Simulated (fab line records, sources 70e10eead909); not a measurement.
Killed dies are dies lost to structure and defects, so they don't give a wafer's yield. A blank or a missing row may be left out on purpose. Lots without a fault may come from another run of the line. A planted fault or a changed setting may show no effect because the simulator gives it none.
Which tool did it? | flow nand_harc | 11 lots, 33 wafers sampled, at 4 steps of a route of 1302

WHAT THE GAUGES READ, wafer by wafer
NHARC_END_SORT_01.
lot  | measured     | on        | killed_at_array
L760 | day 25 16:00 | prober-01 | 671 673 672
L761 | day 26 18:12 | prober-02 | 673 670 675
L769 | day 29 12:03 | prober-01 | 55 60 60
L771 | day 30 14:07 | prober-01 | 44 47 37
L772 | day 30 19:56 | prober-02 | 58 62 53
L773 | day 31 21:59 | prober-02 | 103 96
L778 | day 33 05:57 | prober-02 | 66 77 63
L777 | day 33 06:01 | prober-01 | 52 36 56

WHICH TOOL RAN EACH LOT (tool, then ch and the chambers of the sampled wafers, then the start)
lot  | NHARC_A_CONTACT_DESCUM_74          | NHARC_A_CONTACT_ETCH_75            | NHARC_A_CONTACT_ETCH_129
L757 | rie_diel-06 ch 0,2, day 22 16:52   | rie_diel-06 ch 0,2,3, day 22 16:57 | har_cap_etch-02 ch 0,1, day 22 19:20
L760 | rie_diel-01 ch 0,2,3, day 23 06:55 | rie_diel-01 ch 0,1,3, day 23 07:00 | har_cap_etch-02 ch 0,1, day 23 09:22
L761 | rie_diel-06 ch 1,2,3, day 24 00:27 | rie_diel-06 ch 0,2,3, day 24 00:32 | har_cap_etch-02 ch 0,1, day 24 02:53
L769 | rie_diel-04 ch 1,2, day 26 21:41   | rie_diel-04 ch 0,1, day 26 21:47   | har_cap_etch-02 ch 0,1, day 27 00:13
L770 | rie_diel-06 ch 0,2,3, day 27 19:39 | rie_diel-06 ch 0,2, day 27 19:44   | har_cap_etch-03 ch 0,1, day 27 22:24
L771 | rie_diel-04 ch 0,1, day 28 01:11   | rie_diel-04 ch 0,1,3, day 28 01:16 | har_cap_etch-01 ch 0,1, day 28 03:38
L772 | rie_diel-01 ch 1,3, day 28 05:30   | rie_diel-01 ch 0,2,3, day 28 05:35 | har_cap_etch-02 ch 0,1, day 28 08:14
L773 | rie_diel-04 ch 1,2, day 29 05:46   | rie_diel-04 ch 1,2, day 29 05:53   | har_cap_etch-03 ch 0,1, day 29 08:34
L778 | rie_diel-01 ch 0,2,3, day 30 14:32 | rie_diel-01 ch 1,2,3, day 30 14:38 | har_cap_etch-02 ch 0,1, day 30 17:00
L777 | rie_diel-01 ch 0,1,2, day 30 17:07 | rie_diel-01 ch 1,2, day 30 17:13   | har_cap_etch-01 ch 0,1, day 30 19:51
L779 | rie_diel-06 ch 1,2,3, day 31 07:53 | rie_diel-06 ch 0,1,3, day 31 07:57 | har_cap_etch-02 ch 0,1, day 31 10:20
- NHARC_A_CONTACT_DESCUM_74: chemistry O2, time 3 s.
- NHARC_A_CONTACT_ETCH_75: etches the open film in CF4, target depth 39 nm, time 65 s.
- NHARC_A_CONTACT_ETCH_129: etches the open film in C4F8/O2/Ar, time 197 s, target depth 1918 nm.

THE ANSWER, worked out from the rows above alone
Rule: what is usual is taken from the lots themselves. Put in order of their means at a reading, lots are off if they are a third of the lots or fewer, leave a main group of 4 or more, and stand apart from it by a gap of 3 or more times the standard deviation of the main group's means; of several such gaps the widest counts. A main group whose means are all the same, to the digits that the tables above print for the reading, isn't used. A lot without any number at a reading at which 4 lots or more have one is off too. The other lots that the step has rows for count as sound.
Off: L760, L761, at NHARC_END_SORT_01 (killed_at_array). The main group: mean 62, standard deviation 18. Neither off nor sound, because the step has no rows for them: L757, L770, L779.
A tool fits if, at a process step before that reading, it ran every lot that is off, and no sound lot after the first of them. The gauges at NHARC_END_SORT_01 are tried like those tools. None of those tried fits.

WHAT THE SIMULATOR HAD PUT IN
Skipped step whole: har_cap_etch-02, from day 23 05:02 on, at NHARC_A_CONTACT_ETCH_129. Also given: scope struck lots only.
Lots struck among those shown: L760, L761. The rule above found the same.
